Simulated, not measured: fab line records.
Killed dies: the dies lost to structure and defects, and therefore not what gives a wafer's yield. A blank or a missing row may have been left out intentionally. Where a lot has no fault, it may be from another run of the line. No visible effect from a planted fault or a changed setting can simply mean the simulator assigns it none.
fab line records ; flow nandHarc
[record] lots = 6; wafers = 18; lastDay = 23
route steps=1159 shown A_M0@1012 A_M1@1026 END@1159
lots with no fault: from the same line, run without faults
startH: hours from the record's opening day to when the first of the lot's shown wafers began ; waitH: how many hours have passed since the lot's step before this one ; " the same as in the row above ; L1.1+2: a single row standing in for several wafers ; - value missing, or start not given ; * or withheld: withheld ; < > ~ a bound
route shown NAME@n: NAME is a module with steps in the file, n the number in the route of the first one ; usual: the fault-free wafers' mean and standard deviation ; same: alike in all rows ; chamber/n: place in a boat ; sites: per-site readings ; _std_site: their standard deviation ; _edge_site: inner sites' mean taken away from outer sites' mean ; radiusMm: for every site, how far away it sits from the centre of the wafer ; mask NAME#n: copy n ; behind: tool/chamber where the wafer was last shaped ; hold: why the lot was held/for how many hours/how that ended ; device: names the non-switching transistor (n, p or np) ; end of line: the tests these same wafers got at the end of their route ; a step without rows: its recipe alone ; killed: the dies lost at the first sort to structure and to defects; this is not the yield of the wafer ; map: dies across one wafer; x = killed, . = not, _ = none there
set.NAME: the setting as run; set.NAME@STEP: as run at that earlier step ; model.NAME: the simulator's own value behind a step, which no gauge read
certain route steps with their lots: each step a table, each wafer a row
services: a tool's chamber out of use, with start hour (startH, from the record's first day; less than 0 if before it), hours out, and reason
[[steps]]
[step NHARC_A_M0_STRIP_19]
[recipe] timeS = 600; tempC = 30; chemistry = postEtchResidueRemover
[step NHARC_A_M0_DEGAS_28]
[recipe] tempC = 250; timeS = 60
[usual] heaterPowerW = 322/28
lot.wafer;tool;chamber;startH;waitH;heaterPowerW
L470.1;pvdSputter-03;-;406.31;-;297
L470.4;pvdSputter-03;-;406.31;-;272
L470.6;pvdSputter-03;-;406.31;-;325
L475.2;pvdSputter-03;-;454.26;-;282
L475.6;pvdSputter-03;-;454.26;-;307
L475.5;pvdSputter-03;-;454.26;-;321
L480.4;pvdSputter-01;-;477.43;-;335
L480.2;pvdSputter-01;-;477.43;-;361
L480.6;pvdSputter-01;-;477.43;-;379
L481.1;pvdSputter-03;-;479.95;-;303
L481.3;pvdSputter-03;-;479.95;-;295
L481.5;pvdSputter-03;-;479.95;-;303
L483.1;pvdSputter-02;-;504.90;-;340
L483.5;pvdSputter-02;-;504.90;-;348
L483.6;pvdSputter-02;-;504.90;-;298
L484.1;pvdSputter-03;-;509.48;-;284
L484.2;pvdSputter-03;-;509.48;-;284
L484.6;pvdSputter-03;-;509.48;-;325
[step NHARC_A_M0_PRE_CLEAN_29]
[recipe] timeS = 30; tempC = 280; gas = H2/He
[usual] heaterPowerW = 394/35
lot.wafer;tool;chamber;startH;waitH;heaterPowerW
L470.4;pvdSputter-03;-;-;-;379
L470.1;pvdSputter-03;-;-;-;356
L470.6;pvdSputter-03;-;-;-;397
L475.2;pvdSputter-03;-;-;-;379
L475.6;pvdSputter-03;-;-;-;397
L475.5;pvdSputter-03;-;-;-;347
L480.4;pvdSputter-01;-;-;-;477
L480.2;pvdSputter-01;-;-;-;451
L480.6;pvdSputter-01;-;-;-;473
L481.3;pvdSputter-03;-;-;-;356
L481.1;pvdSputter-03;-;-;-;409
L481.5;pvdSputter-03;-;-;-;349
L483.1;pvdSputter-02;-;-;-;378
L483.6;pvdSputter-02;-;-;-;370
L483.5;pvdSputter-02;-;-;-;415
L484.2;pvdSputter-03;-;-;-;363
L484.1;pvdSputter-03;-;-;-;353
L484.6;pvdSputter-03;-;-;-;405
[step NHARC_A_M0_PVD_20]
[recipe] targetThkA = 50; biasV = 168.6; powerW = 15000; chamberPressurePa = 0.12; timeS = 8.06; substrateTempC = 50; material = TaN
[step NHARC_A_M0_PVD_21]
[recipe] targetThkA = 300; chamberPressurePa = 5; powerW = 5000; substrateTempC = 30; timeS = 20.49; material = Cu
[usual] cathodeDcPowerW = 5000.0/0.97; throttleValvePct = 29.6/0.97
lot.wafer;tool;chamber;startH;waitH;cathodeDcPowerW;throttleValvePct
L470.4;pvdSputter-03;-;-;-;5000.3;30.4
L470.1;pvdSputter-03;-;-;-;4998.7;30.1
L470.6;pvdSputter-03;-;-;-;5000.5;29.2
L475.2;pvdSputter-03;-;-;-;5001.4;29.3
L475.6;pvdSputter-03;-;-;-;4998.4;29.2
L475.5;pvdSputter-03;-;-;-;4999.9;27.4
L480.2;pvdSputter-01;-;-;-;5001.8;29.9
L480.4;pvdSputter-01;-;-;-;5000.4;30.6
L480.6;pvdSputter-01;-;-;-;4999.8;29.4
L481.1;pvdSputter-03;-;-;-;4999.7;30.4
L481.3;pvdSputter-03;-;-;-;5001.1;29.2
L481.5;pvdSputter-03;-;-;-;5001.0;29.0
L483.1;pvdSputter-02;-;-;-;5000.7;28.2
L483.6;pvdSputter-02;-;-;-;4998.8;30.6
L483.5;pvdSputter-02;-;-;-;5000.8;30.0
L484.1;pvdSputter-03;-;-;-;4999.3;28.0
L484.2;pvdSputter-03;-;-;-;5001.2;29.1
L484.6;pvdSputter-03;-;-;-;4999.8;27.7
[step NHARC_A_M0_ECD_22]
[recipe] targetThkA = 4000; bathTempC = 25; material = Cu
[step NHARC_A_M0_ANNEAL_30]
[recipe] tempC = 225; timeS = 90
[step NHARC_A_M0_CMP_23]
[recipe] tOverpolishS = 20; targetThkNm = 113.75
[step NHARC_A_M0_THK_MEAS_24]
[recipe] thkMeasGauge = xrf
[usual] thkNm = 113.4/1.4
lot.wafer;tool;chamber;startH;waitH;thkNm
L470.1;filmMetro-01;-;407.79;-;115.2
L470.4;filmMetro-01;-;407.79;-;115.8
L470.6;filmMetro-01;-;407.79;-;115.8
L475.2;filmMetro-01;-;455.68;-;113.6
L475.5;filmMetro-01;-;455.68;-;111.5
L475.6;filmMetro-01;-;455.68;-;113.3
L480.2;filmMetro-01;-;478.85;-;112.1
L480.4;filmMetro-01;-;478.85;-;111.4
L480.6;filmMetro-01;-;478.85;-;114.1
L481.1;filmMetro-02;-;481.34;-;113.5
L481.3;filmMetro-02;-;481.34;-;111.7
L481.5;filmMetro-02;-;481.34;-;113.7
L483.1;filmMetro-02;-;506.31;-;113.2
L483.5;filmMetro-02;-;506.31;-;114.3
L483.6;filmMetro-02;-;506.31;-;113.0
L484.1;filmMetro-02;-;511.05;-;113.3
L484.2;filmMetro-02;-;511.05;-;113.2
L484.6;filmMetro-02;-;511.05;-;111.7
[step NHARC_A_M0_SRD_25]
[step NHARC_A_M0_INSPECT_27]
[usual] rawDefectCount = 477/130
lot.wafer;tool;chamber;startH;waitH;rawDefectCount
L470.1;defectInspect-01;-;407.94;0.0;838
L470.4;defectInspect-01;-;407.94;0.0;677
L470.6;defectInspect-01;-;407.94;0.0;612
L475.2;defectInspect-01;-;455.84;0.0;528
L475.5;defectInspect-01;-;455.84;0.0;560
L475.6;defectInspect-01;-;455.84;0.0;511
L480.2;defectInspect-02;-;479.00;0.0;306
L480.4;defectInspect-02;-;479.00;0.0;491
L480.6;defectInspect-02;-;479.00;0.0;313
L481.1;defectInspect-02;-;481.50;0.0;447
L481.3;defectInspect-02;-;481.50;0.0;711
L481.5;defectInspect-02;-;481.50;0.0;583
L483.1;defectInspect-01;-;506.47;0.0;639
L483.5;defectInspect-01;-;506.47;0.0;539
L483.6;defectInspect-01;-;506.47;0.0;641
L484.1;defectInspect-01;-;511.20;0.0;436
L484.2;defectInspect-01;-;511.20;0.0;351
L484.6;defectInspect-01;-;511.20;0.0;359
[step NHARC_A_M0_PRE_CLEAN_31]
[recipe] timeS = 12; tempC = 370; rfPowerW = 300; gas = NH3
[usual] heaterPowerOuterW = 399/56; heaterPowerW = 672/86; rfFwdPowerW = 292.5/0.83
lot.wafer;tool;chamber;startH;waitH;heaterPowerOuterW;heaterPowerW;rfFwdPowerW
L470.1;pecvd-02;2;408.03;0.1;372;615;291.7
L470.6;pecvd-02;2;408.03;0.1;391;630;291.8
L470.4;pecvd-02;1;408.03;0.1;356;635;292.6
L475.2;pecvd-04;2;455.93;0.1;427;716;292.4
L475.6;pecvd-04;0;455.93;0.1;516;823;292.5
L475.5;pecvd-04;2;455.93;0.1;421;711;292.0
L480.2;pecvd-04;0;479.10;0.1;496;782;293.2
L480.6;pecvd-04;1;479.10;0.1;444;753;291.8
L480.4;pecvd-04;0;479.10;0.1;499;792;293.4
L481.1;pecvd-04;1;481.57;0.1;408;704;291.4
L481.3;pecvd-04;0;481.57;0.1;459;738;292.1
L481.5;pecvd-04;0;481.57;0.1;472;745;291.5
L483.1;pecvd-02;1;506.55;0.1;394;700;292.0
L483.6;pecvd-02;1;506.55;0.1;386;704;292.5
L483.5;pecvd-02;2;506.55;0.1;388;624;292.3
L484.1;pecvd-04;0;511.27;0.1;424;681;292.0
L484.2;pecvd-04;2;511.27;0.1;488;777;291.7
L484.6;pecvd-04;0;511.27;0.1;438;702;292.7
[step NHARC_A_M0_DEP_32]
[recipe] targetThkA = 300; tempC = 370; targetThkNm = 30; pressureTorr = 3; flowSccm = 200; rfW = 450; material = SiCN
[usual] chamberPressureTorr = 3.000/0.0068; heaterPowerOuterW = 354/52; heaterPowerW = 612/78; rfFwdPowerW = 449.0/1.5
lot.wafer;tool;chamber;startH;waitH;chamberPressureTorr;heaterPowerOuterW;heaterPowerW;rfFwdPowerW
L470.1;pecvd-02;2;408.11;0.1;2.992;335;567;449.9
L470.6;pecvd-02;2;408.11;0.1;3.002;337;568;450.2
L470.4;pecvd-02;1;408.11;0.1;3.015;292;544;445.3
L475.2;pecvd-04;2;456.07;0.1;3.004;381;650;448.8
L475.6;pecvd-04;0;456.07;0.1;2.998;467;723;447.8
L475.5;pecvd-04;2;456.07;0.1;2.995;386;657;449.2
L480.2;pecvd-04;0;479.23;0.1;3.004;488;750;446.8
L480.6;pecvd-04;1;479.23;0.1;2.998;338;631;448.0
L480.4;pecvd-04;0;479.23;0.1;3.009;474;752;449.2
L481.1;pecvd-04;1;481.65;0.1;3.004;364;671;451.9
L481.3;pecvd-04;0;481.65;0.1;3.005;431;703;449.2
L481.5;pecvd-04;0;481.65;0.1;2.996;439;703;448.7
L483.1;pecvd-02;1;506.66;0.1;3.002;277;536;448.4
L483.6;pecvd-02;1;506.66;0.1;2.983;293;545;448.3
L483.5;pecvd-02;2;506.66;0.1;2.982;314;527;447.3
L484.1;pecvd-04;0;511.35;0.1;2.995;374;646;450.1
L484.2;pecvd-04;2;511.35;0.1;2.986;428;721;450.3
L484.6;pecvd-04;0;511.35;0.1;3.001;382;655;451.5
[step NHARC_A_M1_DEP_00]
[recipe] targetThkA = 1825; targetThkNm = 182.5; tempC = withheld; pressureTorr = 5; flowSccm = 200; rfW = 600; material = SiOC
[step NHARC_A_M1_DEHYDRATE_01]
[recipe] tempC = 150; timeS = 120
[step NHARC_A_M1_HMDS_02]
[recipe] timeS = 30
[step NHARC_A_M1_COAT_34]
[recipe] tempC = 200; timeS = 65
[step NHARC_A_M1_COAT_03]
[recipe] spinRpm = 1500; resistThkNm = 90
[step NHARC_A_M1_SOFTBAKE_04]
[recipe] tempC = 105; timeS = 55
[step NHARC_A_M1_EBR_05]
[step NHARC_A_M1_EXPOSE_06]
[recipe] na = 1.35; targetCdNm = 120; doseMj = 75.13; maskId = A_M1
[step NHARC_A_M1_PEB_07]
[recipe] pebTempC = 100; pebTimeS = 65
[step NHARC_A_M1_DEVELOP_08]
[recipe] developTimeS = 35; devTempC = 23
[step NHARC_A_M1_CD_MEAS_09]
[recipe] targetCdNm = 120; landingEnergyEv = 500
[usual] cdNm = 119.6/0.69
[same] landingEnergyEv = 500
lot.wafer;tool;chamber;startH;waitH;cdNm
L470.1;cdSem-01;0;409.37;-;120.8
L470.4;cdSem-01;0;409.37;-;120.2
L470.6;cdSem-01;0;409.37;-;120.4
L475.2;cdSem-03;0;457.24;-;119.7
L475.5;cdSem-03;0;457.24;-;118.6
L475.6;cdSem-03;0;457.24;-;118.9
L480.2;cdSem-03;0;480.39;-;118.6
L480.4;cdSem-03;0;480.39;-;119.5
L480.6;cdSem-03;0;480.39;-;119.3
L481.1;cdSem-01;0;482.86;-;118.9
L481.3;cdSem-01;0;482.86;-;119.2
L481.5;cdSem-01;0;482.86;-;120.2
L483.1;cdSem-02;0;507.71;-;119.3
L483.5;cdSem-02;0;507.71;-;119.3
L483.6;cdSem-02;0;507.71;-;119.0
L484.1;cdSem-02;0;512.57;-;118.8
L484.2;cdSem-02;0;512.57;-;119.6
L484.6;cdSem-02;0;512.57;-;118.1
[step NHARC_A_M1_OVL_MEAS_10]
[recipe] pitchNm = 240
[usual] overlayXNm = -0.1/0.88; overlayYNm = 0.2/0.8
lot.wafer;tool;chamber;startH;waitH;overlayXNm;overlayYNm
L470.1;overlay-01;-;409.46;-;-1.2;0.2
L470.4;overlay-01;-;409.46;-;-1.2;0.7
L470.6;overlay-01;-;409.46;-;-0.9;0.4
L475.2;overlay-01;-;457.33;-;1.1;1.6
L475.5;overlay-01;-;457.33;-;1.4;1.5
L475.6;overlay-01;-;457.33;-;1.4;1.2
L480.2;overlay-01;-;480.48;-;-1.1;-0.1
L480.4;overlay-01;-;480.48;-;-1.1;-0.3
L480.6;overlay-01;-;480.48;-;-1.2;0.0
L481.1;overlay-02;-;482.95;-;-0.5;0.0
L481.3;overlay-02;-;482.95;-;-1.1;-0.3
L481.5;overlay-02;-;482.95;-;-1.1;-0.7
L483.1;overlay-02;-;507.80;-;-0.5;-1.0
L483.5;overlay-02;-;507.80;-;-0.2;-0.6
L483.6;overlay-02;-;507.80;-;-0.9;-0.8
L484.1;overlay-01;-;512.66;-;-0.3;-1.2
L484.2;overlay-01;-;512.66;-;-0.7;-1.2
L484.6;overlay-01;-;512.66;-;-0.1;-0.7
[step NHARC_A_M1_INSPECT_11]
[usual] rawDefectCount = 33/14
lot.wafer;tool;chamber;startH;waitH;rawDefectCount
L470.1;defectInspect-02;-;409.49;0.0;32
L470.4;defectInspect-02;-;409.49;0.0;34
L470.6;defectInspect-02;-;409.49;0.0;35
L475.2;defectInspect-01;-;457.36;0.0;40
L475.5;defectInspect-01;-;457.36;0.0;44
L475.6;defectInspect-01;-;457.36;0.0;40
L480.2;defectInspect-02;-;480.52;0.0;33
L480.4;defectInspect-02;-;480.52;0.0;43
L480.6;defectInspect-02;-;480.52;0.0;27
L481.1;defectInspect-01;-;482.99;0.0;576
L481.3;defectInspect-01;-;482.99;0.0;550
L481.5;defectInspect-01;-;482.99;0.0;565
L483.1;defectInspect-02;-;507.84;0.0;41
L483.5;defectInspect-02;-;507.84;0.0;32
L483.6;defectInspect-02;-;507.84;0.0;37
L484.1;defectInspect-02;-;512.69;0.0;501
L484.2;defectInspect-02;-;512.69;0.0;463
L484.6;defectInspect-02;-;512.69;0.0;485
[step NHARC_A_M1_DESCUM_14]
[recipe] timeS = 3; o2FlowSccm = 200; arFlowSccm = 0; biasPowerW = 0; chemistry = O2
[usual] drypumpMotorCurrentA = 5.6/0.45; oesProductAu = 1.000/0.0088; rfVppV = 57.7/0.88; showerheadPlenumPTorr = 1.92/0.072; throttleValvePct = 11.311/0.0091
lot.wafer;tool;chamber;startH;waitH;drypumpMotorCurrentA;oesProductAu;rfHoursCounterH;rfVppV;showerheadPlenumPTorr;throttleValvePct
L470.1;rieDiel-05;0;409.56;0.1;5.8;0.994;3;58.2;1.85;11.316
L470.4;rieDiel-05;1;409.56;0.1;6.6;1.010;4;57.0;1.98;11.312
L470.6;rieDiel-05;3;409.56;0.1;5.8;1.004;-;57.0;1.88;11.319
L475.2;rieDiel-05;2;457.44;0.1;6.5;0.991;6;58.1;1.91;11.312
L475.6;rieDiel-05;0;457.44;0.1;5.7;0.990;-;57.6;1.85;11.311
L475.5;rieDiel-05;1;457.44;0.1;6.5;1.001;-;57.0;1.98;11.315
L480.4;rieDiel-09;1;480.59;0.1;5.6;1.000;1;58.3;1.97;11.309
L480.2;rieDiel-09;2;480.59;0.1;5.3;0.987;1;58.3;2.06;11.304
L480.6;rieDiel-09;3;480.59;0.1;6.0;1.003;-;56.9;1.83;11.314
L481.1;rieDiel-09;1;483.06;0.1;5.7;1.008;1;58.2;1.97;11.314
L481.3;rieDiel-09;3;483.06;0.1;5.9;0.990;1;58.0;1.83;11.304
L481.5;rieDiel-09;1;483.06;0.1;5.6;0.998;-;56.7;1.97;11.301
L483.1;rieDiel-07;2;507.90;0.1;5.4;1.000;6;59.1;1.96;11.319
L483.5;rieDiel-07;2;507.90;0.1;5.4;1.004;-;58.2;1.96;11.289
L483.6;rieDiel-07;3;507.90;0.1;5.2;0.989;-;56.2;1.81;11.325
L484.2;rieDiel-07;3;512.76;0.1;5.2;0.989;7;57.0;1.81;11.306
L484.1;rieDiel-07;0;512.76;0.1;5.0;1.003;7;57.3;1.99;11.311
L484.6;rieDiel-07;3;512.76;0.1;5.2;0.985;-;58.0;1.81;11.313
[step NHARC_END_SORT_01]
[recipe] tempC = 25
[usual] defectLimitedYield = 95.2/1.6; killedAtArray = 29/11; killedAtOther = 0.6/0.75; killedAtPeriphery = 3.1/2.1; killedDies = 32/11; killedOpen = 3.0/1.8; killedShort = 1.8/1.3; sort_bin_2_pct = 1.5/0.7; sort_bin_3_pct = 0.26/0.22; sort_bin_4_pct = 3.0/1; sortNPass = 645/11; sortRimYieldPct = 94.9/3; sortYieldPct = 95.2/1.6
[same] grossDies = 677; sort_bin_5_pct[%] = 0; sort_bin_6_pct[%] = 0; sort_bin_7_pct[%] = 0; sort_bin_8_pct[%] = 0; sortRimNGross = 106.00
lot.wafer;tool;chamber;startH;waitH;defectLimitedYield[%];killedAtArray;killedAtOther;killedAtPeriphery;killedDies;killedOpen;killedShort;sort_bin_2_pct[%];sort_bin_3_pct[%];sort_bin_4_pct[%];sortNPass;sortRimYieldPct[%];sortYieldPct[%]
L470.1;prober-01;0;451.14;2.5;96.2;24;1;1;26;3;1;1.0;0.15;2.7;651;94.3;96.2
L470.4;prober-01;0;453.53;3.4;95.3;29;0;3;32;3;3;2.2;0;2.5;645;92.5;95.3
L470.6;prober-01;0;455.13;4.0;95.4;28;1;2;31;2;2;0.9;0.15;3.5;646;96.2;95.4
L475.2;prober-01;0;490.58;2.8;92.9;40;1;7;48;6;5;2.4;0.15;4.6;629;90.6;92.9
L475.5;prober-01;0;492.95;3.7;95.0;32;1;1;34;0;0;1.2;0.44;3.4;643;96.2;95.0
L475.6;prober-01;0;493.74;3.9;95.0;32;0;2;34;0;1;1.8;0.59;2.7;643;93.4;95.0
L481.1;prober-01;0;530.43;2.5;81.8;120;1;2;123;2;0;8.1;2.66;7.4;554;91.5;81.8
L481.3;prober-01;0;532.03;3.1;79.9;132;1;3;136;4;0;8.6;2.81;8.7;541;91.5;79.9
L481.5;prober-01;0;533.62;3.7;81.2;126;1;0;127;0;3;7.8;3.10;7.8;550;84.9;81.2
L484.1;prober-01;0;547.82;2.5;85.8;95;0;1;96;1;1;6.2;3.25;4.7;581;93.4;85.8
L484.2;prober-01;0;548.61;2.8;86.1;91;1;2;94;2;2;6.8;2.51;4.6;583;97.2;86.1
L484.6;prober-01;0;551.76;3.9;86.6;90;0;1;91;1;1;6.4;2.95;4.1;586;93.4;86.6
// killed by level:class
L470.1 A_CHANNEL_HOLE_D1:chamberFilmFlake=11 A_SLIT:chamberFilmFlake=7 A_CONTACT:chamberFilmFlake=2 P_CONTACT:geometricParticle:open=1 A_ONON_D1:geometricParticle:short=1 A_CHANNEL_FILL_D1:geometricParticle:open=1 A_CONTACT:geometricParticle:open=1 A_WL_FILL:chamberFilmFlake=1
L470.4 A_CHANNEL_HOLE_D1:chamberFilmFlake=11 A_SLIT:chamberFilmFlake=9 A_CONTACT:chamberFilmFlake=3 P_STI:chamberFilmFlake=2 P_CONTACT:geometricParticle:open=1 A_STAIRCASE:geometricParticle:open=1 A_WL_FILL:geometricParticle:short=1 A_M0:geometricParticle:short=1
L470.6 A_CHANNEL_HOLE_D1:chamberFilmFlake=11 A_SLIT:chamberFilmFlake=8 A_CONTACT:chamberFilmFlake=3 P_GATE:geometricParticle:short=1 A_CHANNEL_FILL_D1:geometricParticle:short=1 A_CONTACT:geometricParticle:open=1 A_M1:geometricParticle:open=1 P_CONTACT:chamberFilmFlake=1
L475.2 A_CHANNEL_HOLE_D1:chamberFilmFlake=11 A_SLIT:chamberFilmFlake=10 A_CONTACT:chamberFilmFlake=7 P_GATE:chamberFilmFlake=3 P_M0:geometricParticle:open=2 A_M0:geometricParticle:short=2 A_CHANNEL_FILL_D1:chamberFilmFlake=2 P_M0:geometricParticle:short=1
L475.5 A_CHANNEL_HOLE_D1:chamberFilmFlake=13 A_SLIT:chamberFilmFlake=13 A_CHANNEL_FILL_D1:chamberFilmFlake=3 P_GATE:chamberFilmFlake=1 A_STAIRCASE:chamberFilmFlake=1 A_WL_FILL:chamberFilmFlake=1 A_CONTACT:chamberFilmFlake=1 THIN_TSV:chamberFilmFlake=1
L475.6 A_CHANNEL_HOLE_D1:chamberFilmFlake=11 A_SLIT:chamberFilmFlake=11 A_CHANNEL_FILL_D1:chamberFilmFlake=3 A_WL_FILL:chamberFilmFlake=3 A_CONTACT:chamberFilmFlake=3 P_CONTACT:geometricParticle:short=1 P_GATE:chamberFilmFlake=1 A_ZERO_WELL:chamberFilmFlake=1
L481.1 A_M0:unspecified=84 A_SLIT:chamberFilmFlake=11 A_CHANNEL_HOLE_D1:chamberFilmFlake=7 A_STAIRCASE:chamberFilmFlake=6 A_CONTACT:chamberFilmFlake=4 A_BONDPAD:chamberFilmFlake=3 A_BLC:chamberFilmFlake=2 A_WL_FILL:geometricParticle:open=1
L481.3 A_M0:unspecified=83 A_CHANNEL_HOLE_D1:chamberFilmFlake=20 A_SLIT:chamberFilmFlake=17 A_BONDPAD:chamberFilmFlake=5 A_STAIRCASE:chamberFilmFlake=3 P_CONTACT:geometricParticle:open=2 P_M1:geometricParticle:open=1 A_ONON_D1:geometricParticle:open=1
L481.5 A_M0:unspecified=85 A_CHANNEL_HOLE_D1:chamberFilmFlake=14 A_SLIT:chamberFilmFlake=14 A_STAIRCASE:chamberFilmFlake=7 A_CONTACT:chamberFilmFlake=2 A_BONDPAD:chamberFilmFlake=2 A_WL_FILL:geometricParticle:short=1 A_CONTACT:geometricParticle:short=1
L484.1 A_M0:unspecified=77 A_CHANNEL_HOLE_D1:chamberFilmFlake=9 A_CONTACT:chamberFilmFlake=4 A_ZERO_WELL:chamberFilmFlake=2 A_STAIRCASE:chamberFilmFlake=2 P_CONTACT:geometricParticle:open=1 A_WL_FILL:geometricParticle:short=1
L484.2 A_M0:unspecified=78 A_CHANNEL_HOLE_D1:chamberFilmFlake=5 A_CONTACT:chamberFilmFlake=3 A_STAIRCASE:chamberFilmFlake=2 P_CONTACT:geometricParticle:short=1 A_CHANNEL_FILL_D1:geometricParticle:short=1 A_CHANNEL_FILL_D1:geometricParticle:open=1 A_WL_FILL:geometricParticle:open=1
L484.6 A_M0:unspecified=76 A_CHANNEL_HOLE_D1:chamberFilmFlake=6 A_STAIRCASE:chamberFilmFlake=5 A_CHANNEL_FILL_D1:geometricParticle:short=1 A_CONTACT:geometricParticle:open=1 P_GATE:chamberFilmFlake=1 A_CONTACT:chamberFilmFlake=1
// map L481.3 (x killed, . not)
____________.____________
_________......._________
_______.........x._______
______.........xxxx______
_____........xxxxxxx_____
____.........xxxxxx..____
____........xxxxxxxx.____
___..........xxxxxxx..___
___...........xxxxxxxx___
__.x.......xxxxxxxxx.x.__
__.xx.......xxxxxxxxx..__
_.xxx..x.....xxxxxxxxx.._
_...xx....x..xxxxxxxx..._
_.xxx..........xxxxx...._
_xx..x...........xxxx..._
_.x.x.....x...x........._
..xx.....................
....x..xx................
.x.....xx................
.....x.xxx...............
......xx...............x.
_....xxxx.............x._
_.......x..............._
_....x................x._
_...x.........x........._
_......................._
__.....................__
__.....................__
___....x..............___
___...................___
____.................____
____.................____
_____..........x...._____
______.........x...______
_______.....x....._______
_________x......_________
____________.____________
// map L484.1 (x killed, . not)
____________.____________
_________......._________
_______..........._______
______........x.xx.______
_____.........xxxx.x_____
____..........xxxxxx.____
____..........xxxxxxx____
___..........xxxxxxxx.___
___..........xxxxxxx..___
__...........xxxxxxxxx.__
__..........xxxxxxxx..x__
_.............xxxxxx...._
_.............xxxxxxx..._
_.............xxxxxx...._
_..............xx.x....._
_.............xx.x..x..._
.........................
...............x.x....x..
.........................
.....................x.x.
........................x
_....................xx._
_.....................x._
_........x............x._
_....................x.._
_....................xx._
__.....................__
__.....................__
___...................___
___.......x...........___
____......x..........____
____.................____
_____..............._____
______.............______
_______..........._______
_________......._________
____________.____________
[[services]]
tool;chamber;startH;hours;kind
rieDiel-05;-;384.09;0.5;repair
rieDiel-07;0;384.36;-;clean
rieDiel-07;1;384.36;-;clean
rieDiel-07;2;384.36;-;clean
rieDiel-07;3;384.36;-;clean
rieDiel-09;0;385.65;-;clean
rieDiel-09;1;385.65;-;clean
rieDiel-09;2;385.65;-;clean
rieDiel-09;3;385.65;-;clean
pecvd-04;0;389.00;-;clean
pecvd-04;1;389.00;-;clean
pecvd-04;2;389.00;-;clean
pvdSputter-02;-;393.38;10.0;pm
rieDiel-09;1;394.64;2.1;repair
rieDiel-05;0;398.84;-;clean
rieDiel-05;1;398.84;-;clean
rieDiel-05;2;398.84;-;clean
rieDiel-07;-;405.24;9.0;pm
rieDiel-09;-;431.10;9.0;pm
pvdSputter-03;-;460.78;10.0;pm
pvdSputter-01;-;479.99;5.9;repair
rieDiel-07;3;489.96;2.9;repair
rieDiel-07;1;492.59;5.1;repair
rieDiel-09;1;494.83;5.1;repair
[[key]]
[firstSign] step = NHARC_A_M1_INSPECT_11; reading = rawDefectCount; direction = up; sigmas = 34; usual = 33; struck = 523
[effect] step = NHARC_END_SORT_01; reading = killedAtArray; direction = up; sigmas = 7.4; usual = 29; struck = 109
[moreKillsBornAt] NHARC_A_M0_PRE_CLEAN_31@pecvd-04 = 483
metAt NHARC_A_M0_PRE_CLEAN_31
struckWafers L481.1,L481.3,L481.5,L484.1,L484.2,L484.6
onsetBetween 479.10 481.57
alsoFits NHARC_A_M0_DEGAS_28:pvdSputter-03,NHARC_A_M0_PRE_CLEAN_29:pvdSputter-03,NHARC_A_M0_PVD_21:pvdSputter-03,NHARC_A_M0_DEP_32:pecvd-04
[fault] kind = chamberParticleSource; tool = pecvd-04; chamber = -; onsetH = 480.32; steps = NHARC_A_M0_PRE_CLEAN_31; ratePerVisitCm2 = 0.72955; endH = 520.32
